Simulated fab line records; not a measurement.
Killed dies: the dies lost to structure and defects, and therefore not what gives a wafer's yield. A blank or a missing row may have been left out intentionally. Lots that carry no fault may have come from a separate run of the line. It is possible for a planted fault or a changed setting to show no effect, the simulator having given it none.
Chamber matching / flow n5Finfet / N5_GATE_CUT_ETCH_36 on rieDiel-03: 4 sister chambers
The step etches SiARC in CF4, target depth 13 nm, time 21.7 s. 16 wafers are shown with their chamber, then 8 later ones without.

WAFERS, EACH WITH ITS CHAMBER
wafer=L074.3; chamber=0; showerheadPlenumPTorr (Torr)=2.11; throttleValvePct (%)=15.96; oesProductAu (a.u.)=0.58
wafer=L074.5; chamber=0; showerheadPlenumPTorr (Torr)=2.11; throttleValvePct (%)=15.97; oesProductAu (a.u.)=0.59
wafer=L074.6; chamber=3; showerheadPlenumPTorr (Torr)=2.14; throttleValvePct (%)=15.83; oesProductAu (a.u.)=0.60
wafer=L077.1; chamber=1; showerheadPlenumPTorr (Torr)=2.27; throttleValvePct (%)=15.45; oesProductAu (a.u.)=0.73
wafer=L077.4; chamber=2; showerheadPlenumPTorr (Torr)=2.26; throttleValvePct (%)=15.29; oesProductAu (a.u.)=0.77
wafer=L077.5; chamber=2; showerheadPlenumPTorr (Torr)=2.26; throttleValvePct (%)=15.30; oesProductAu (a.u.)=0.78
wafer=L080.2; chamber=2; showerheadPlenumPTorr (Torr)=2.26; throttleValvePct (%)=15.32; oesProductAu (a.u.)=0.77
wafer=L080.3; chamber=3; showerheadPlenumPTorr (Torr)=2.13; throttleValvePct (%)=15.84; oesProductAu (a.u.)=0.59
wafer=L080.6; chamber=3; showerheadPlenumPTorr (Torr)=2.13; throttleValvePct (%)=15.85; oesProductAu (a.u.)=0.59
wafer=L081.2; chamber=2; showerheadPlenumPTorr (Torr)=2.26; throttleValvePct (%)=15.34; oesProductAu (a.u.)=0.76
wafer=L081.3; chamber=3; showerheadPlenumPTorr (Torr)=2.13; throttleValvePct (%)=15.87; oesProductAu (a.u.)=0.59
wafer=L081.5; chamber=2; showerheadPlenumPTorr (Torr)=2.26; throttleValvePct (%)=15.32; oesProductAu (a.u.)=0.76
wafer=L086.1; chamber=3; showerheadPlenumPTorr (Torr)=2.13; throttleValvePct (%)=15.90; oesProductAu (a.u.)=0.58
wafer=L086.5; chamber=2; showerheadPlenumPTorr (Torr)=2.26; throttleValvePct (%)=15.34; oesProductAu (a.u.)=0.75
wafer=L086.6; chamber=1; showerheadPlenumPTorr (Torr)=2.26; throttleValvePct (%)=15.48; oesProductAu (a.u.)=0.71
wafer=L088.2; chamber=1; showerheadPlenumPTorr (Torr)=2.26; throttleValvePct (%)=15.47; oesProductAu (a.u.)=0.70

SIGNATURES (means of the wafers above)
reading=showerheadPlenumPTorr; chamber 0=2.1100; chamber 1=2.2633; chamber 2=2.2600; chamber 3=2.1320; scatter within a chamber=0.0035
reading=throttleValvePct; chamber 0=15.9650; chamber 1=15.4667; chamber 2=15.3183; chamber 3=15.8580; scatter within a chamber=0.0218
reading=oesProductAu; chamber 0=0.5850; chamber 1=0.7133; chamber 2=0.7650; chamber 3=0.5900; scatter within a chamber=0.0103
Rule: for each reading, subtract the chamber's mean from the wafer's reading, divide by that reading's scatter and square the result; add these up over the readings and take the root, which gives the wafer's distance from the chamber. If the next closest chamber is less than 2 further off than the closest, the wafer can't be placed; otherwise it belongs to the closest. How the scatter is found: for the shown wafers, subtract from each reading the mean of its chamber, square and add these, divide the total by (wafers less chambers), then take the root.

WAFERS WHOSE CHAMBER IS MISSING
wafer=L088.3; showerheadPlenumPTorr (Torr)=2.11; throttleValvePct (%)=15.50; oesProductAu (a.u.)=0.81
wafer=L088.6; showerheadPlenumPTorr (Torr)=2.26; throttleValvePct (%)=15.35; oesProductAu (a.u.)=0.74
wafer=L089.1; showerheadPlenumPTorr (Torr)=2.25; throttleValvePct (%)=15.35; oesProductAu (a.u.)=0.73
wafer=L089.2; showerheadPlenumPTorr (Torr)=2.26; throttleValvePct (%)=15.48; oesProductAu (a.u.)=0.70
wafer=L089.5; showerheadPlenumPTorr (Torr)=2.13; throttleValvePct (%)=15.90; oesProductAu (a.u.)=0.57
wafer=L093.1; showerheadPlenumPTorr (Torr)=2.10; throttleValvePct (%)=15.52; oesProductAu (a.u.)=0.79
wafer=L093.3; showerheadPlenumPTorr (Torr)=2.25; throttleValvePct (%)=15.49; oesProductAu (a.u.)=0.68
wafer=L093.4; showerheadPlenumPTorr (Torr)=2.10; throttleValvePct (%)=15.52; oesProductAu (a.u.)=0.78

WHICH CHAMBER EACH WENT THROUGH
wafer=L088.3; from the rows above=3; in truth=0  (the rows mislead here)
wafer=L088.6; from the rows above=2; in truth=2
wafer=L089.1; from the rows above=2; in truth=2
wafer=L089.2; from the rows above=1; in truth=1
wafer=L089.5; from the rows above=3; in truth=3
wafer=L093.1; from the rows above=3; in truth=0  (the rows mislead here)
wafer=L093.3; from the rows above=1; in truth=1
wafer=L093.4; from the rows above=3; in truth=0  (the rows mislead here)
5 of 8 placed correctly. From these rows, 0 cannot be placed. Number placed wrongly: 3.
